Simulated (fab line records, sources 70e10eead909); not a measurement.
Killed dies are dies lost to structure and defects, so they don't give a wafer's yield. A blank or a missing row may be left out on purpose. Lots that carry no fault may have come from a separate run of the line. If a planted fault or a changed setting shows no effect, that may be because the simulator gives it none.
fab line records ; flow nand_harc
record lots=15; wafers=45; last_day=24
route steps=1159 shown P_ZERO_WELL@42 P_GATE@187
lots that met no fault: taken from a fault-free run of the same line
start_h: the number of hours between the record's first day and the start of the first shown wafer of the lot ; wait_h: how many hours have passed since the lot's step before this one ; " same as the row above ; L1.1+2: several wafers, shown together as one row ; - no value, or no start given ; * or withheld: withheld ; < > ~ a bound
route shown NAME@n: NAME is a module with steps in the file, n the number in the route of the first one ; usual: the fault-free wafers' mean and standard deviation ; same: alike in all rows ; chamber/n: place in a boat ; sites: each site's reading ; _std_site: the values' standard deviation ; _edge_site: outer sites' mean less inner sites' ; radius_mm: how far each site lies from the wafer's centre ; mask NAME#n: copy n ; behind: the tool/chamber that last shaped the wafer ; hold: reason for holding the lot/hours on hold/outcome of the hold ; device: whichever transistor did not switch (one of n, p or np) ; end of line: the route-end tests of the same wafers ; for a step that has no rows: nothing shown but its recipe ; killed: at the first sort, the dies lost to defects and structure; wafer yield is something else ; map: shows each die of a wafer: x if killed, . if not, _ if none is there
set.NAME: the setting as run; set.NAME@STEP: as run at that earlier step ; model.NAME: the simulator's own value behind a step, which no gauge read
a sample of lots followed through the steps of the route, with each step as a table and each wafer as a row
services: when a tool's chamber went out of use (start_h, in hours from the record's first day, below 0 if earlier), for how many hours, and the reason
## steps
# step NHARC_P_ZERO_WELL_PEB_35
# recipe peb_temp_c=118; peb_time_s=85
# usual chill_plate_temp_C=23.00/0.11; exhaust_pa=44.9/0.93
lot.wafer;tool;chamber;start_h;wait_h;chill_plate_temp_C;exhaust_pa
L199.1;litho_track-03;0;21.18;0.1;23.00;45.4
L199.2;litho_track-03;0;21.18;0.1;23.07;44.2
L199.6;litho_track-03;0;21.18;0.1;23.06;45.5
L200.1;litho_track-03;0;21.88;0.1;22.90;44.2
L200.2;litho_track-03;0;21.88;0.1;23.00;45.9
L200.6;litho_track-03;0;21.88;0.1;23.09;45.5
L201.1;litho_track-03;0;28.03;0.1;22.95;43.1
L201.4;litho_track-03;0;28.03;0.1;23.07;44.1
L201.5;litho_track-03;0;28.03;0.1;22.87;45.4
L206.1;litho_track-07;-;57.84;0.1;-;-
L206.2;litho_track-07;-;57.84;0.1;-;-
L206.5;litho_track-07;-;57.84;0.1;-;-
L207.1;litho_track-07;-;63.91;0.1;-;-
L207.3;litho_track-07;-;63.91;0.1;-;-
L207.5;litho_track-07;-;63.91;0.1;-;-
L208.2;litho_track-02;-;70.09;0.1;-;-
L208.5;litho_track-02;-;70.09;0.1;-;-
L208.6;litho_track-02;-;70.09;0.1;-;-
L211.1;litho_track-03;0;88.01;0.1;23.04;43.7
L211.2;litho_track-03;0;88.01;0.1;23.10;44.4
L211.4;litho_track-03;0;88.01;0.1;22.93;44.5
L214.4;litho_track-03;0;105.88;0.0;23.14;44.6
L214.5;litho_track-03;0;105.88;0.0;23.23;45.2
L214.6;litho_track-03;0;105.88;0.0;23.09;44.8
L215.2;litho_track-02;0;111.89;0.1;22.85;42.6
L215.4;litho_track-02;0;111.89;0.1;22.99;43.8
L215.6;litho_track-02;0;111.89;0.1;23.16;43.2
L216.1;litho_track-02;0;118.00;0.1;23.06;43.6
L216.3;litho_track-02;0;118.00;0.1;23.12;43.8
L216.6;litho_track-02;0;118.00;0.1;23.02;44.5
L217.1;litho_track-02;0;124.06;0.1;23.00;44.8
L217.3;litho_track-02;0;124.06;0.1;22.96;45.7
L217.5;litho_track-02;0;124.06;0.1;23.05;45.4
L218.1;litho_track-02;0;130.27;0.1;22.94;44.8
L218.2;litho_track-02;0;130.27;0.1;22.90;44.6
L218.3;litho_track-02;0;130.27;0.1;22.90;45.0
L219.3;litho_track-02;0;136.39;0.1;22.92;45.8
L219.4;litho_track-02;0;136.39;0.1;22.95;45.3
L219.6;litho_track-02;0;136.39;0.1;22.86;44.9
L221.1;litho_track-03;0;148.03;0.1;23.07;45.8
L221.4;litho_track-03;0;148.03;0.1;23.03;44.3
L221.6;litho_track-03;0;148.03;0.1;23.03;45.3
L222.1;litho_track-07;0;154.03;0.1;22.93;45.0
L222.2;litho_track-07;0;154.03;0.1;22.92;44.9
L222.6;litho_track-07;0;154.03;0.1;22.95;44.6
# step NHARC_P_ZERO_WELL_RTA_42
# recipe temp_c=1100; time_s=300
# usual lamp_power_pct=34.2/1.8; lamp_zone_3_pct=34.2/1.8; lamp_zone_6_pct=34.2/1.8; wafer_temp_C_max=1104.6/1
lot.wafer;tool;chamber;start_h;wait_h;lamp_power_pct;lamp_zone_3_pct;lamp_zone_6_pct;wafer_temp_C_max
L199.1;rtp_anneal-02;0;23.93;-;36.1;36.2;36.2;1103.7
L199.2;rtp_anneal-02;0;23.93;-;36.3;36.2;36.1;1104.5
L199.6;rtp_anneal-02;0;23.93;-;36.2;36.2;36.1;1105.0
L200.1;rtp_anneal-02;0;24.62;-;36.2;36.3;36.2;1102.9
L200.2;rtp_anneal-02;0;24.62;-;36.3;36.2;36.1;1104.4
L200.6;rtp_anneal-02;0;24.62;-;36.2;36.2;36.3;1106.4
L201.1;rtp_anneal-01;0;30.91;-;32.6;32.6;32.6;1104.7
L201.4;rtp_anneal-01;0;30.91;-;32.6;32.6;32.5;1107.6
L201.5;rtp_anneal-01;0;30.91;-;32.6;32.6;32.6;1103.4
L206.1;rtp_anneal-01;0;60.73;-;32.5;32.5;32.6;1104.5
L206.2;rtp_anneal-01;0;60.73;-;32.6;32.5;32.5;1104.7
L206.5;rtp_anneal-01;0;60.73;-;32.6;32.5;32.5;1104.0
L207.1;rtp_anneal-02;0;66.65;-;36.2;36.2;36.2;1103.5
L207.3;rtp_anneal-02;0;66.65;-;36.2;36.2;36.2;1106.0
L207.5;rtp_anneal-02;0;66.65;-;36.2;36.2;36.2;1104.1
L208.2;rtp_anneal-01;0;72.93;-;32.6;32.6;32.6;1104.7
L208.5;rtp_anneal-01;0;72.93;-;32.6;32.5;32.5;1105.4
L208.6;rtp_anneal-01;0;72.93;-;32.6;32.6;32.6;1103.9
L211.1;rtp_anneal-02;0;90.89;-;36.2;36.2;36.1;1104.9
L211.2;rtp_anneal-02;0;90.89;-;36.2;36.2;36.2;1103.4
L211.4;rtp_anneal-02;0;90.89;-;36.2;36.2;36.1;1105.9
L214.4;rtp_anneal-01;0;109.09;-;32.6;32.7;32.6;1103.6
L214.5;rtp_anneal-01;0;109.09;-;32.6;32.6;32.6;1106.2
L214.6;rtp_anneal-01;0;109.09;-;32.6;32.6;32.5;1105.2
L215.2;rtp_anneal-02;0;114.76;-;36.3;36.2;36.2;1105.6
L215.4;rtp_anneal-02;0;114.76;-;36.2;36.2;36.2;1105.4
L215.6;rtp_anneal-02;0;114.76;-;36.3;36.3;36.2;1104.6
L216.1;rtp_anneal-01;0;120.87;-;32.7;32.6;32.6;1104.5
L216.3;rtp_anneal-01;0;120.87;-;32.6;32.6;32.6;1106.4
L216.6;rtp_anneal-01;0;120.87;-;32.6;32.5;32.6;1107.4
L217.1;rtp_anneal-01;0;126.96;-;32.5;32.5;32.5;1104.4
L217.3;rtp_anneal-01;0;126.96;-;32.5;32.5;32.5;1104.5
L217.5;rtp_anneal-01;0;126.96;-;32.5;32.6;32.5;1104.9
L218.1;rtp_anneal-02;0;133.20;-;36.2;36.3;36.2;1105.0
L218.2;rtp_anneal-02;0;133.20;-;36.2;36.2;36.2;1105.2
L218.3;rtp_anneal-02;0;133.20;-;36.2;36.2;36.2;1105.5
L219.3;rtp_anneal-02;0;139.47;-;36.3;36.2;36.2;1104.1
L219.4;rtp_anneal-02;0;139.47;-;36.3;36.3;36.2;1103.7
L219.6;rtp_anneal-02;0;139.47;-;36.2;36.3;36.2;1105.5
L221.1;rtp_anneal-01;0;150.91;-;32.6;32.7;32.5;1105.3
L221.4;rtp_anneal-01;0;150.91;-;32.6;32.6;32.5;1103.9
L221.6;rtp_anneal-01;0;150.91;-;32.5;32.6;32.5;1103.4
L222.1;rtp_anneal-01;0;157.01;-;32.5;32.6;32.5;1104.9
L222.2;rtp_anneal-01;0;157.01;-;32.6;32.6;32.5;1105.5
L222.6;rtp_anneal-01;0;157.01;-;32.6;32.6;32.5;1104.4
# step NHARC_P_GATE_DESCUM_61
# recipe time_s=3; o2_flow_sccm=200; ar_flow_sccm=0; bias_power_w=0; chemistry=O2
# usual drypump_motor_current_A=5.7/0.41; oes_product_au=1.001/0.01; rf_vpp_V=57.8/0.96; showerhead_plenum_p_Torr=1.90/0.074; throttle_valve_pct=11.311/0.0096
lot.wafer;tool;chamber;start_h;wait_h;drypump_motor_current_A;oes_product_au;rf_hours_counter_h;rf_vpp_V;showerhead_plenum_p_Torr;throttle_valve_pct
L199.1;rie_diel-03;1;105.68;-;5.7;1.012;11;57.9;1.96;11.309
L199.2;rie_diel-03;3;105.68;-;5.6;1.011;12;57.3;1.79;11.319
L199.6;rie_diel-03;1;105.68;-;5.7;1.026;-;57.8;1.96;11.324
L200.2;rie_diel-12;2;106.38;-;5.5;1.004;27;57.1;1.93;11.298
L200.1;rie_diel-12;3;106.38;-;4.7;0.992;27;58.3;1.88;11.311
L200.6;rie_diel-12;0;106.38;-;5.9;0.992;-;58.5;1.93;11.298
L201.1;rie_diel-12;0;112.52;-;5.8;0.992;24;59.2;1.93;11.296
L201.4;rie_diel-12;3;112.52;-;4.7;0.989;-;58.6;1.88;11.296
L201.5;rie_diel-12;0;112.52;-;5.8;0.986;-;58.3;1.93;11.300
L211.2;rie_diel-12;0;181.10;-;5.8;0.998;50;58.4;1.92;11.299
L211.4;rie_diel-12;1;181.10;-;6.0;1.000;51;58.4;2.00;11.310
L211.1;rie_diel-12;2;181.10;-;5.4;0.999;51;57.9;1.92;11.320
L214.4;rie_diel-03;1;194.85;-;5.7;1.007;24;57.4;1.96;11.309
L214.6;rie_diel-03;3;194.85;-;5.6;0.995;-;56.8;1.79;11.322
L214.5;rie_diel-03;0;194.85;-;6.3;0.989;-;59.5;1.85;11.317
L216.3;rie_diel-03;3;201.04;-;5.6;0.992;28;56.1;1.79;11.311
L216.1;rie_diel-03;1;201.04;-;5.7;1.009;24;57.5;1.96;11.325
L216.6;rie_diel-03;0;201.04;-;6.3;1.000;-;56.5;1.85;11.302
L215.2;rie_diel-12;1;201.75;-;6.0;0.986;57;58.7;2.00;11.304
L215.4;rie_diel-12;2;201.75;-;5.4;1.000;58;57.8;1.92;11.306
L215.6;rie_diel-12;0;201.75;-;5.8;0.993;-;59.8;1.91;11.308
L218.2;rie_diel-06;0;212.42;-;5.2;1.003;54;58.3;1.89;11.310
L218.1;rie_diel-06;2;212.42;-;6.2;1.024;52;57.4;1.96;11.323
L218.3;rie_diel-06;3;212.42;-;6.1;0.996;51;58.4;2.01;11.312
L217.3;rie_diel-03;1;213.84;-;5.7;0.997;27;58.7;1.96;11.314
L217.1;rie_diel-03;3;213.84;-;5.6;0.995;30;55.7;1.79;11.336
L217.5;rie_diel-03;1;213.84;-;5.7;1.006;-;58.6;1.96;11.308
L219.3;rie_diel-03;3;224.43;-;5.6;1.017;0;56.4;1.79;11.320
L219.4;rie_diel-03;0;224.43;-;6.3;1.004;0;57.7;1.85;11.325
L219.6;rie_diel-03;2;224.43;-;5.3;1.008;-;57.1;1.81;11.326
L221.1;rie_diel-03;2;240.04;-;5.3;0.999;3;56.8;1.81;11.331
L221.4;rie_diel-03;1;240.04;-;5.7;1.000;3;58.8;1.96;11.313
L221.6;rie_diel-03;3;240.04;-;5.6;1.017;-;57.7;1.79;11.307
L222.2;rie_diel-03;0;240.20;-;6.3;1.002;3;57.7;1.85;11.306
L222.1;rie_diel-03;2;240.20;-;5.3;1.012;3;56.5;1.81;11.320
L222.6;rie_diel-03;0;240.20;-;6.3;0.987;-;56.6;1.85;11.302
# step NHARC_P_GATE_RTA_82
# recipe temp_c=450; time_s=30
# usual lamp_power_pct=3.76/0.19; lamp_zone_3_pct=3.76/0.19; lamp_zone_6_pct=3.73/0.19; wafer_temp_C_max=451.9/0.38
lot.wafer;tool;chamber;start_h;wait_h;lamp_power_pct;lamp_zone_3_pct;lamp_zone_6_pct;wafer_temp_C_max
L199.1;rtp_anneal-02;0;110.38;-;3.90;3.91;3.87;452.5
L199.2;rtp_anneal-02;0;110.38;-;3.90;3.90;3.88;451.4
L199.6;rtp_anneal-02;0;110.38;-;3.90;3.90;3.86;452.1
L200.1;rtp_anneal-01;0;110.78;-;3.51;3.51;3.49;451.8
L200.2;rtp_anneal-01;0;110.78;-;3.51;3.51;3.49;452.1
L200.6;rtp_anneal-01;0;110.78;-;3.52;3.52;3.48;451.5
L201.1;rtp_anneal-01;0;116.97;-;3.51;3.51;3.48;452.0
L201.4;rtp_anneal-01;0;116.97;-;3.51;3.50;3.48;452.2
L201.5;rtp_anneal-01;0;116.97;-;3.51;3.51;3.48;451.8
L211.1;rtp_anneal-02;0;185.80;-;3.90;3.91;3.87;451.4
L211.2;rtp_anneal-02;0;185.80;-;3.90;3.91;3.87;451.6
L211.4;rtp_anneal-02;0;185.80;-;3.90;3.90;3.87;452.0
L214.4;rtp_anneal-02;0;199.48;-;3.90;3.90;3.87;451.7
L214.5;rtp_anneal-02;0;199.48;-;3.90;3.91;3.87;452.1
L214.6;rtp_anneal-02;0;199.48;-;3.91;3.90;3.87;452.4
L216.1;rtp_anneal-02;0;205.85;-;3.90;3.91;3.88;451.3
L216.3;rtp_anneal-02;0;205.85;-;3.91;3.90;3.87;451.4
L216.6;rtp_anneal-02;0;205.85;-;3.90;3.91;3.88;450.8
L215.2;rtp_anneal-02;0;206.80;-;3.91;3.90;3.87;451.0
L215.4;rtp_anneal-02;0;206.80;-;3.90;3.90;3.87;452.2
L215.6;rtp_anneal-02;0;206.80;-;3.91;3.90;3.88;451.4
L218.1;rtp_anneal-02;0;216.99;-;3.90;3.90;3.87;451.8
L218.2;rtp_anneal-02;0;216.99;-;3.90;3.90;3.87;451.6
L218.3;rtp_anneal-02;0;216.99;-;3.90;3.91;3.87;452.1
L217.1;rtp_anneal-02;0;218.21;-;3.90;3.90;3.88;451.3
L217.3;rtp_anneal-02;0;218.21;-;3.91;3.90;3.88;452.5
L217.5;rtp_anneal-02;0;218.21;-;3.90;3.90;3.87;452.3
L219.3;rtp_anneal-02;0;229.35;-;3.91;3.91;3.88;452.0
L219.4;rtp_anneal-02;0;229.35;-;3.90;3.90;3.87;451.5
L219.6;rtp_anneal-02;0;229.35;-;3.91;3.91;3.87;452.1
L221.1;rtp_anneal-02;0;244.52;-;3.90;3.91;3.87;451.7
L221.4;rtp_anneal-02;0;244.52;-;3.90;3.91;3.87;451.6
L221.6;rtp_anneal-02;0;244.52;-;3.90;3.91;3.88;451.6
L222.1;rtp_anneal-01;0;244.96;-;3.51;3.51;3.48;451.9
L222.2;rtp_anneal-01;0;244.96;-;3.51;3.51;3.49;452.4
L222.6;rtp_anneal-01;0;244.96;-;3.52;3.51;3.48;451.8
## services
tool;chamber;start_h;hours;kind
rie_diel-12;-;2.08;3.5;repair
litho_track-07;-;14.00;7.0;pm
rie_diel-03;0;17.34;-;clean
rie_diel-03;1;17.34;-;clean
rie_diel-12;-;25.46;9.0;pm
rie_diel-06;2;27.73;10.2;repair
litho_track-03;-;38.00;7.0;pm
rie_diel-03;-;38.30;9.0;pm
rie_diel-06;-;64.20;9.0;pm
rie_diel-06;1;85.90;22.0;repair
rie_diel-12;0;92.83;6.9;repair
rie_diel-12;2;107.48;7.1;repair
rie_diel-12;1;132.48;4.0;repair
rie_diel-03;1;138.47;2.1;repair
rie_diel-06;0;147.70;5.0;repair
rie_diel-03;1;150.11;13.0;repair
litho_track-02;-;165.00;7.0;pm
litho_track-07;-;189.00;7.0;pm
rie_diel-12;-;202.46;9.0;pm
litho_track-03;-;213.00;7.0;pm
rie_diel-03;-;215.33;9.0;pm
rie_diel-12;0;217.92;8.8;repair
rie_diel-12;-;221.21;0.3;repair
rie_diel-06;-;241.21;9.0;pm
## key
first_sign step=NHARC_P_ZERO_WELL_PEB_35; reading=tool_record; direction=missing
effect none on later readings
met_at NHARC_P_ZERO_WELL_PEB_35
struck_lots L206,L207,L208
later_rows_left_out L206.1,L206.2,L206.5,L207.1,L207.3,L207.5,L208.2,L208.5,L208.6
sort_left_out L206.1,L206.2,L206.5,L207.1,L207.3,L207.5,L208.2,L208.5,L208.6
tester_left_out L206,L207,L208
not_acting_at NHARC_P_ZERO_WELL_RTA_42,NHARC_P_GATE_DESCUM_61,NHARC_P_GATE_RTA_82
fault kind=skipped_step_whole; tool=litho_track-02,litho_track-07; chamber=-; onset_h=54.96; steps=NHARC_P_ZERO_WELL_PEB_35; scope=struck_lots_only
# tester_left_out: of these lots the tester's yield and bins aren't shown, on N5 and GAA mostly nor the transistor test; their killed dies are dies lost to structure and defects alone, not to doping, threshold or leakage, so they don't give the yield
# sort_left_out: the simulated sort isn't trusted on such a fault, so these wafers' sort isn't shown, and their yield isn't known
# later_rows_left_out: the simulator's readings of these wafers behind a module that went badly wrong aren't trusted and aren't shown, but for the sort
